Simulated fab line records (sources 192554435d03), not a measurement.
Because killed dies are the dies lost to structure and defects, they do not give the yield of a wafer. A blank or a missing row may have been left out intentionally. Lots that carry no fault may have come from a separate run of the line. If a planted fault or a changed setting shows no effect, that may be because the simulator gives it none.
Comparing a struck lot with a sound one / flow n5 finfet / 36 out of 1938 route steps
Sound: these wafers, L490.2, L490.5, L490.6. Struck: wafer L499.3 (L499.5, L499.6, from the same lot, were not struck and are left out); the cause is given at the end.
Each step with rows lists, per side, the tool, then ch with its chambers, then its first start. Under that, the readings that differ: sound wafers / struck wafers / difference of the means / sigmas: that difference in standard deviations of wafers without a fault.
alike: readings whose means differ by less than 2 such deviations, and words and numbers that are the same on both sides. not compared: withheld readings, readings that some wafer has no value for, bounds like >300 that may hide the same value, and numbers for which the record gives no deviation and whose values overlap.
Wherever a step has rows on one side only, a row that says differs or no value, or a row with sigmas, the two part there. Non-overlapping numbers with no deviation appear without sigmas and do not part them. Lack of a reading on every wafer of one side parts them only where that side has two or more wafers.

first, 8 steps without rows for these wafers: N5_BEOL_M3_ECD_50 (material Cu, target thk 300 nm); N5_BEOL_M3_ANNEAL_51 (time 90 s); N5_BEOL_M3_CMP_52 (polishes, stops on SiOC, t overpolish 6.8 s, target thk 40 nm); N5_BEOL_M3_PRE_CLEAN_60 (time 15 s); N5_BEOL_M3_CO_CAP_55 (material Co, precursor CCTBA/H2, target thk 2 nm, time 102.1 s); N5_BEOL_M3_PRE_CLEAN_56 (time 15 s); N5_BEOL_M3_DEP_57 (deposits SiCN from 3MS/NH3, target thk 8 nm, time 14 s); N5_BEOL_M4_ILD_DEP_00 (deposits SiOC from DEMS/O2, target thk 79 nm, time 15.3 s).
N5_BEOL_M4_PECVD_72: deposits SiO2 from TEOS/O2, target thk 16 nm, time 18 s.
  sound on pecvd-01 ch 0,1, day 9 03:02; struck on pecvd-01 ch 2, day 11 02:06
reading=throttle valve pct (%); sound=22.4 22.4 22.8; struck=19.9; difference=-2.6; sigmas=-3
reading=model.SiO2_of_BEOL_M4_PECVD_72.thk nm (nm); sound=15.8 16.2 16; struck=18; difference=+2; sigmas=
  alike: heater power w, rf fwd power W, showerhead plenum p Torr
then, 25 steps without rows for these wafers: N5_BEOL_M4_HM_DEP_02 (deposits TiN, target thk 20 nm); N5_BEOL_M4_COAT_61 (time 60 s, resist thk 60 nm); N5_BEOL_M4_COAT_62 (time 60 s, resist thk 12 nm); N5_BEOL_M4_COAT_73 (time 60 s, resist thk 5 nm); N5_BEOL_M4_COAT_05 (resist thk 30 nm); N5_BEOL_M4_EBR_07; N5_BEOL_M4_SOFTBAKE_06 (time 60 s); N5_BEOL_M4_EXPOSE_08 (exposes mask M4); N5_BEOL_M4_PEB_09 (peb time 60 s); N5_BEOL_M4_DEVELOP_10 (develop time 30 s); N5_BEOL_M4_DESCUM_16 (chemistry O2, time 7 s); N5_BEOL_M4_ETCH_74 (etches underlayer in N2/H2, target depth 6.5 nm, time 5.2 s); N5_BEOL_M4_ETCH_63 (etches SiARC in CF4, target depth 15.6 nm, time 26 s); N5_BEOL_M4_ETCH_64 (etches SOC in N2/H2, target depth 75 nm, overetch 22.5 nm, time 121.9 s); N5_BEOL_M4_STRIP_65 (strips in N2/H2); N5_BEOL_M4_STRIP_75 (strips in N2/H2); N5_BEOL_M4_STRIP_66 (strips in CF4); N5_BEOL_M4_HM_OPEN_17 (chemistry Cl2/BCl3, target TiN, target depth 20 nm, overetch 6 nm); N5_BEOL_M4_STRIP_19 (strips in O2); N5_BEOL_M4_COAT_67 (time 60 s, resist thk 60 nm); N5_BEOL_M4_COAT_68 (time 60 s, resist thk 12 nm); N5_BEOL_M4_COAT_76 (time 60 s, resist thk 5 nm); N5_BEOL_M4_COAT_22 (resist thk 30 nm); N5_BEOL_M4_EBR_24; N5_BEOL_M4_SOFTBAKE_23 (time 60 s).
N5_BEOL_M4_HM_STRIP_39: strips TiN in peroxide tin strip, target depth 25 nm, time 158 s.
  sound on wet bench-02 ch 0,1,7, day 9 07:15; struck on wet bench-01 ch 0, day 11 08:18
reading=bath heat duty pct (%); sound=8.2 8.2 7.7; struck=6.2; difference=-1.8; sigmas=-2
reading=model.SiO2_of_BEOL_M4_PECVD_72.thk nm (nm); sound=15.6 16 15.8; struck=17.8; difference=+2.0; sigmas=
N5_BEOL_M4_RC_MEAS_101:
  sound on prober-02 ch 0, day 9 11:30; struck on prober-02 ch 0, day 11 14:20
reading=DIBL_N (mV/V); sound=36.6 37.0 38.1; struck=33.7; difference=-3.5; sigmas=-2
  alike: DIBL_P, IOFF_N, IOFF_P, ION_N, ION_P, SS_N, SS_P, VT_N, VT_P

## WHERE THEY PART
Last at N5_BEOL_M4_RC_MEAS_101 as far as this record goes, first at N5_BEOL_M4_PECVD_72.

WHY: what the simulator had put in
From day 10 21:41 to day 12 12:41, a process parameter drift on pecvd-01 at N5_BEOL_M4_PECVD_72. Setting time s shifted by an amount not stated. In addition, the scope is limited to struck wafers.
